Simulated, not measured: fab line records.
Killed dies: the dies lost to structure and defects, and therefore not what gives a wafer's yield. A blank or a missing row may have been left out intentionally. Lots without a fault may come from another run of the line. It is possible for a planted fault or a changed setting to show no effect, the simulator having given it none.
fab line records	flow n5_finfet
record lots=12	wafers=36	last_day=17
route steps=1938 shown BEOL_M5@1186 BEOL_M6@1195 PASSIVATION@1936
lots untouched by any fault: they come from a run of this same line in which no faults occurred
start_h: the number of hours between the record's first day and the start of the first shown wafer of the lot	wait_h: how many hours have passed since the lot's step before this one	" same as the row above	L1.1+2: a row that stands for several wafers	- either no value or no given start	* or withheld: withheld	< > ~ a bound
route shown NAME@n: names a module that has steps shown in the file, with the first one's number in the route	usual: average and standard deviation across the fault-free wafers	same: alike in all rows	chamber/n: place in a boat	sites: readings site by site	_std_site: how widely they spread, as a standard deviation	_edge_site: outer sites' mean less inner sites'	radius_mm: how far each site lies from the wafer's centre	mask NAME#n: copy n	behind: the tool/chamber that last shaped the wafer	hold: why the lot was held/for how many hours/how that ended	device: the n, p or np transistor that did not switch	end of line: tests of these same wafers at the route's end	a step with no rows: only its recipe	killed: not the wafer's yield, but the dies lost to structure and defects at the first sort	map: a wafer's dies, x killed, . not, _ none there
set.NAME: the run value of the setting; set.NAME@STEP: its run value at that earlier step	model.NAME: the simulator's own value behind a step, which no gauge read
one table for each step of the route and one row for each wafer, over a sample of lots
services: a tool's chamber out of use, with start hour (start_h, from the record's first day; less than 0 if before it), hours out, and reason
## steps
# step N5_BEOL_M5_CMP_52
# recipe stop_on=SiCOH_lowk	t_overpolish_s=6.9	down_force_psi=1	platen_rpm=50	clearing_platen_down_force_psi=1.5	clearing_platen_rpm=50	post_cmp_clean=cu_alkaline	target_thk_nm=62	clearing_platen_pad_velocity_m_s=0.99484	pad_velocity_m_s=0.99484
# usual barrier_field_endpoint_s=24.5/0.62	motor_current_A=6.1/0.48	overpolish_run_s=6.900/0.0081	time_to_endpoint_s=63/3.1
# same t_overpolish_s=6.9
lot.wafer	tool	chamber	start_h	wait_h	barrier_field_endpoint_s	motor_current_A	overpolish_run_s	time_to_endpoint_s
L914.4	cmp-02	3	181.73	0.1	23.8	5.9	6.904	56
L914.2	"	0	"	"	24.1	6.6	6.904	60
L914.1	"	2	"	"	24.6	6.3	6.903	62
L916.3	cmp-01	2	197.32	0.2	24.8	7.0	6.914	68
L916.2	"	3	"	"	24.1	5.6	6.906	61
L916.5	"	1	"	"	25.1	6.5	6.881	65
L921.1	cmp-01	1	212.96	0.3	24.6	6.6	6.904	64
L921.5	"	0	"	"	24.5	5.7	6.895	62
L921.6	"	1	"	"	24.4	6.4	6.890	59
L922.4	cmp-03	2	222.03	0.2	23.4	6.7	6.892	61
L922.3	"	0	"	"	23.9	5.7	6.904	61
L922.6	"	2	"	"	24.1	6.3	6.901	60
L923.4	cmp-03	3	231.39	0.2	24.3	6.7	6.886	64
L923.2	"	1	"	"	23.7	6.8	6.892	61
L923.5	"	3	"	"	24.2	6.7	6.892	62
L925.3	cmp-01	3	257.75	0.2	24.0	5.9	6.909	61
L925.2	"	0	"	"	24.9	5.5	6.904	66
L925.4	"	1	"	"	25.0	6.4	6.904	65
L927.4	cmp-03	0	258.31	0.2	25.2	5.6	6.909	65
L927.5	"	2	"	"	24.8	6.6	6.894	66
L927.6	"	3	"	"	25.4	6.4	6.919	64
L926.4	cmp-02	2	267.07	0.2	23.9	6.1	6.899	62
L926.1	"	3	"	"	22.9	6.0	6.902	57
L926.3	"	0	"	"	23.9	6.6	6.901	60
L934.1	cmp-01	1	306.67	0.3	23.5	6.1	6.898	63
L934.4	"	3	"	"	24.8	5.6	6.892	61
L934.6	"	2	"	"	25.3	6.6	6.894	66
L936.3	cmp-01	2	321.61	0.2	24.6	7.0	6.898	66
L936.1	"	3	"	"	23.7	5.7	6.893	60
L936.5	"	2	"	"	25.5	6.1	6.909	70
L935.3	cmp-01	0	322.30	0.2	24.1	5.6	6.896	62
L935.4	"	2	"	"	25.3	6.9	6.902	69
L935.1	"	3	"	"	23.9	5.7	6.912	62
L937.3	cmp-02	1	326.29	0.2	24.3	5.7	6.902	64
L937.4	"	2	"	"	24.1	6.5	6.904	62
L937.6	"	3	"	"	23.5	6.3	6.885	57
# step N5_BEOL_M5_THK_MEAS_53
# recipe thk_meas_gauge=xrf	reads=Cu_of_BEOL_M5_ECD_50
# usual M5_THK=62.3/1.4
lot.wafer	tool	chamber	start_h	wait_h	M5_THK[nm]
L914.1	film_metro-02	-	182.02	-	61.9
L914.2	"	-	"	"	61.6
L914.4	"	-	"	"	58.9
L916.2	film_metro-01	-	197.58	-	62.7
L916.3	"	-	"	"	62.7
L916.5	"	-	"	"	63.0
L921.1	film_metro-02	-	213.22	-	61.2
L921.5	"	-	"	"	61.9
L921.6	"	-	"	"	61.6
L922.3	film_metro-01	-	222.29	-	60.9
L922.4	"	-	"	"	62.1
L922.6	"	-	"	"	61.2
L923.2	film_metro-02	-	231.69	-	59.3
L923.4	"	-	"	"	61.4
L923.5	"	-	"	"	62.3
L925.2	film_metro-01	-	258.05	-	63.8
L925.3	"	-	"	"	63.6
L925.4	"	-	"	"	62.9
L927.4	film_metro-02	-	258.54	-	63.2
L927.5	"	-	"	"	64.0
L927.6	"	-	"	"	65.9
L926.1	film_metro-02	-	267.33	-	61.8
L926.3	"	-	"	"	62.3
L926.4	"	-	"	"	61.4
L934.1	film_metro-01	-	306.96	-	65.1
L934.4	"	-	"	"	64.2
L934.6	"	-	"	"	63.6
L936.1	film_metro-02	-	321.90	-	60.3
L936.3	"	-	"	"	62.9
L936.5	"	-	"	"	61.8
L935.1	film_metro-01	-	322.60	-	60.8
L935.3	"	-	"	"	61.5
L935.4	"	-	"	"	62.5
L937.3	film_metro-01	-	326.51	-	61.3
L937.4	"	-	"	"	63.0
L937.6	"	-	"	"	61.0
# step N5_BEOL_M6_CURE_74
# recipe temp_c=385	time_s=240	ambient=He/Ar	material=SiCOH_lowk
# usual lamp_power_pct=52.32/0.056	wafer_temp_C_max=387.0/0.73
# same time_s=240
lot.wafer	tool	chamber	start_h	wait_h	lamp_power_pct	wafer_temp_C_max
L914.1	uv_cure-01	0	182.41	0.0	52.26	386.8
L914.2	"	0	"	"	52.36	387.4
L914.4	"	0	"	"	52.34	387.0
L916.2	uv_cure-01	1	198.05	0.1	52.32	388.4
L916.3	"	1	"	"	52.31	388.0
L916.5	"	1	"	"	52.19	388.3
L921.1	uv_cure-01	1	213.63	0.1	52.34	388.0
L921.5	"	1	"	"	52.30	387.4
L921.6	"	1	"	"	52.30	388.2
L922.3	uv_cure-03	2	222.83	0.2	52.34	386.5
L922.4	"	2	"	"	52.32	386.2
L922.6	"	2	"	"	52.35	386.5
L923.2	uv_cure-02	1	232.18	0.1	52.40	386.9
L923.4	"	1	"	"	52.33	387.7
L923.5	"	1	"	"	52.25	387.9
L925.2	uv_cure-01	1	258.59	0.2	52.40	388.0
L925.3	"	1	"	"	52.30	388.2
L925.4	"	1	"	"	52.33	387.6
L927.4	uv_cure-02	2	259.16	0.3	52.34	386.8
L927.5	"	2	"	"	52.34	386.4
L927.6	"	2	"	"	52.38	386.5
L926.1	uv_cure-02	2	268.18	0.5	52.37	387.3
L926.3	"	2	"	"	52.23	386.2
L926.4	"	2	"	"	52.23	387.1
L934.1	uv_cure-01	0	307.41	0.0	52.30	387.7
L934.4	"	0	"	"	52.32	387.7
L934.6	"	0	"	"	52.35	387.7
L936.1	uv_cure-01	2	322.31	0.1	52.29	386.9
L936.3	"	2	"	"	52.18	386.5
L936.5	"	2	"	"	52.28	386.4
L935.1	uv_cure-03	0	322.99	0.0	52.39	386.1
L935.3	"	0	"	"	52.25	386.5
L935.4	"	0	"	"	52.35	386.2
L937.3	uv_cure-02	1	327.06	0.2	52.25	387.7
L937.4	"	1	"	"	52.39	387.1
L937.6	"	1	"	"	52.32	387.0
# step N5_BEOL_M6_COAT_22
# recipe resist=CAR-EUV	spin_rpm=1500	resist_thk_nm=30
# usual spin_speed_rpm=1499.9/0.93
lot.wafer	tool	chamber	start_h	wait_h	spin_speed_rpm
L914.1	litho_track-03	0	184.84	-	1499.7
L914.2	"	0	"	"	1500.3
L914.4	"	0	"	"	1499.2
L916.2	litho_track-03	0	202.78	-	1500.1
L916.3	"	0	"	"	1499.7
L916.5	"	0	"	"	1500.9
L921.1	litho_track-02	0	217.39	-	1500.8
L921.5	"	0	"	"	1501.9
L921.6	"	0	"	"	1500.7
L922.3	litho_track-02	0	227.12	-	1499.5
L922.4	"	0	"	"	1500.6
L922.6	"	0	"	"	1500.8
L923.2	litho_track-03	0	236.35	-	1499.4
L923.4	"	0	"	"	1500.8
L923.5	"	0	"	"	1498.0
L925.2	litho_track-03	0	261.80	-	1569.6
L925.3	"	0	"	"	1569.2
L925.4	"	0	"	"	1569.8
L927.4	litho_track-03	0	264.62	-	1568.5
L927.5	"	0	"	"	1569.5
L927.6	"	0	"	"	1569.6
L926.1	litho_track-02	0	273.51	-	1501.8
L926.3	"	0	"	"	1499.5
L926.4	"	0	"	"	1499.9
L934.1	litho_track-02	0	310.91	-	1501.0
L934.4	"	0	"	"	1499.1
L934.6	"	0	"	"	1498.7
L936.1	litho_track-03	0	326.24	-	1501.1
L936.3	"	0	"	"	1500.1
L936.5	"	0	"	"	1500.3
L935.1	litho_track-02	0	326.38	-	1499.8
L935.3	"	0	"	"	1499.9
L935.4	"	0	"	"	1499.1
L937.3	litho_track-04	0	329.09	-	1500.8
L937.4	"	0	"	"	1500.9
L937.6	"	0	"	"	1500.4
# step N5_PASSIVATION_PROBE_49
# usual defect_limited_yield=91.6/1.2	killed_at_M0_to_M3=33/9.4	killed_at_M4_up=13/5.2	killed_at_contacts=13/5.6	killed_at_front_end=37/9.5	killed_at_other=4/3.1	killed_dies=99/15	killed_open=65/11	killed_short=32/7.5	sort_bin_5_function=4.9/0.77	sort_bin_6_memory=3.1/0.65	sort_n_pass=1081/15	sort_yield_pct=91.6/1.2
# same gross_dies=1180	killed_at_back_side=0	sort_bin_4_leakage[%]=0	sort_bin_8_speed[%]=0
lot.wafer	tool	chamber	start_h	wait_h	defect_limited_yield[%]	killed_at_M0_to_M3	killed_at_M4_up	killed_at_contacts	killed_at_front_end	killed_at_other	killed_dies	killed_open	killed_short	sort_bin_5_function[%]	sort_bin_6_memory[%]	sort_n_pass	sort_yield_pct[%]
L923.4	prober-02	-	326.06	0.2	92.4	33	11	5	36	5	90	54	35	4.1	3.1	1090	92.4
L923.5	prober-02	-	326.11	0.2	91.9	30	13	12	36	5	96	67	26	4.7	3.1	1084	91.9
L927.5	prober-01	-	350.06	0.2	92.2	23	8	12	45	4	92	68	21	4.7	2.9	1088	92.2
L927.6	prober-01	-	350.11	0.3	90.8	33	9	15	50	2	109	74	35	5.3	3.6	1071	90.8
L926.1	prober-01	-	368.20	0.0	91.5	23	8	16	47	6	100	68	32	4.7	3.3	1080	91.5
L926.3	prober-01	-	368.30	0.1	92.4	28	4	10	44	4	90	60	30	4.6	2.8	1090	92.4
L926.4	prober-01	-	368.35	0.2	93.0	26	12	5	36	4	83	53	29	4.7	2.2	1097	93.0
L936.5	prober-01	-	409.04	0.2	92.0	34	17	12	22	9	94	60	34	4.7	2.8	1086	92.0
L937.3	prober-01	-	414.24	0.1	91.2	31	20	5	40	8	104	67	34	4.9	3.3	1076	91.2
L937.4	prober-01	-	414.29	0.2	89.7	26	16	17	48	15	122	66	53	6.4	3.6	1058	89.7
L937.6	prober-01	-	414.39	0.3	92.3	24	18	8	36	5	91	56	33	4.0	3.4	1089	92.3
# killed by level:class
L923.4 BEOL_M3:geometric_particle:open=12 FIN_SAQP:geometric_particle:short=11 FIN_SAQP:geometric_particle:open=8 MOL_CONTACT_COAG:geometric_particle:open=5 BEOL_M0_SAQP:geometric_particle:open=5 BEOL_M0_SAQP:geometric_particle:short=4 BEOL_M1:geometric_particle:open=4 ILD0:geometric_particle:short=3
L923.5 MOL_CONTACT_COAG:geometric_particle:open=8 BEOL_M1:geometric_particle:open=8 FIN_SAQP:geometric_particle:open=7 DUMMY_GATE:geometric_particle:open=7 BEOL_M4:geometric_particle:open=7 BEOL_M3:geometric_particle:open=5 FIN_SAQP:geometric_particle:short=4 MOL_CONTACT_COAG:geometric_particle:short=4
L927.5 MOL_CONTACT_COAG:geometric_particle:open=12 STI_FIN_REVEAL:geometric_particle:open=11 DUMMY_GATE:geometric_particle:open=9 GATE_CUT:geometric_particle:short=6 BEOL_M3:geometric_particle:open=6 BEOL_M1:geometric_particle:open=6 BEOL_M2:geometric_particle:open=5 GATE_CUT:geometric_particle:open=4
L927.6 BEOL_M1:geometric_particle:open=14 FIN_SAQP:geometric_particle:open=13 MOL_CONTACT_COAG:geometric_particle:open=10 BEOL_M0_SAQP:geometric_particle:short=10 GATE_CUT:geometric_particle:short=9 DUMMY_GATE:geometric_particle:open=7 STI_FIN_REVEAL:geometric_particle:open=5 GATE_CUT:geometric_particle:open=5
L926.1 MOL_CONTACT_COAG:geometric_particle:open=13 STI_FIN_REVEAL:geometric_particle:open=12 BEOL_M1:geometric_particle:open=9 BEOL_M0_SAQP:geometric_particle:short=7 FIN_SAQP:geometric_particle:short=6 FIN_SAQP:geometric_particle:open=6 DUMMY_GATE:geometric_particle:open=6 BEOL_M4:geometric_particle:open=6
L926.3 FIN_SAQP:geometric_particle:short=10 BEOL_M0_SAQP:geometric_particle:open=10 STI_FIN_REVEAL:geometric_particle:open=9 MOL_CONTACT_COAG:geometric_particle:open=8 DUMMY_GATE:geometric_particle:open=6 FIN_SAQP:geometric_particle:open=5 BEOL_M0_SAQP:geometric_particle:short=5 BEOL_M2:geometric_particle:open=5
L926.4 STI_FIN_REVEAL:geometric_particle:open=17 BEOL_M0_SAQP:geometric_particle:short=8 BEOL_M1:geometric_particle:open=6 FIN_SAQP:geometric_particle:short=5 MOL_CONTACT_COAG:geometric_particle:open=5 BEOL_M0_SAQP:geometric_particle:open=4 BEOL_M4:geometric_particle:open=4 STI_FIN_REVEAL:geometric_particle:short=3
L936.5 BEOL_M4:geometric_particle:open=11 BEOL_M0_SAQP:geometric_particle:short=11 MOL_CONTACT_COAG:geometric_particle:open=8 BEOL_M3:geometric_particle:open=7 STI_FIN_REVEAL:geometric_particle:open=5 PASS1_CAP:geometric_particle:open=5 DUMMY_GATE:geometric_particle:open=4 MOL_CONTACT_COAG:geometric_particle:short=4
L937.3 STI_FIN_REVEAL:geometric_particle:open=14 BEOL_M1:geometric_particle:open=11 BEOL_M4:geometric_particle:open=9 FIN_SAQP:geometric_particle:open=6 BEOL_M2:geometric_particle:open=6 FIN_SAQP:geometric_particle:short=5 MOL_CONTACT_COAG:geometric_particle:open=5 BEOL_M0_SAQP:geometric_particle:short=4
L937.4 FIN_SAQP:geometric_particle:short=15 MOL_CONTACT_COAG:geometric_particle:open=11 STI_FIN_REVEAL:geometric_particle:open=8 GATE_CUT:geometric_particle:short=8 BEOL_M2:geometric_particle:open=7 BEOL_M4:geometric_particle:open=7 MOL_CONTACT_COAG:geometric_particle:short=6 BEOL_M1:geometric_particle:open=6
L937.6 FIN_SAQP:geometric_particle:short=9 STI_FIN_REVEAL:geometric_particle:open=8 BEOL_M4:geometric_particle:open=8 FIN_SAQP:geometric_particle:open=6 MOL_CONTACT_COAG:geometric_particle:open=6 BEOL_M0_SAQP:geometric_particle:open=6 BEOL_M2:geometric_particle:open=5 BEOL_M2:geometric_particle:short=4
## services
tool	chamber	start_h	hours	kind
uv_cure-01	-	164.93	5.8	repair
uv_cure-02	-	169.83	1.1	repair
uv_cure-02	-	174.62	3.4	pm
cmp-03	-	178.16	0.6	repair
cmp-03	-	192.81	6.1	repair
uv_cure-02	-	201.50	1.0	pm
cmp-02	-	202.31	4.0	pm
cmp-01	-	208.03	0.7	repair
uv_cure-02	-	221.68	7.5	pm
cmp-02	-	226.91	0.8	repair
uv_cure-01	-	233.12	2.1	pm
cmp-02	-	236.26	5.6	pm
uv_cure-02	-	242.01	0.8	repair
cmp-02	-	245.99	3.0	repair
cmp-02	-	263.63	1.8	repair
uv_cure-02	-	289.93	16.1	repair
cmp-01	-	290.30	4.0	pm
cmp-01	-	294.30	-	consumable_replace:conditioner
cmp-01	-	294.30	-	consumable_replace:pad
cmp-02	-	304.06	5.2	repair
cmp-02	-	312.51	2.7	repair
litho_track-02	-	312.56	-	consumable_replace:filter
cmp-02	-	323.23	0.9	repair
uv_cure-01	-	326.29	0.4	repair
## key
first_sign step=N5_BEOL_M6_COAT_22	reading=spin_speed_rpm	direction=up	sigmas=75	usual=*	struck=*
effect none on later readings
met_at N5_BEOL_M6_COAT_22
struck_lots L925,L927
not_acting_at N5_BEOL_M5_CMP_52,N5_BEOL_M5_THK_MEAS_53,N5_BEOL_M6_CURE_74
onset_between 236.35 261.80
fault kind=process_parameter_drift	tool=litho_track-03	chamber=-	onset_h=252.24	steps=N5_BEOL_M6_COAT_22	channel=spin_rpm	offset=*	shape=step	end_h=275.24	acts_in=*	stated=*
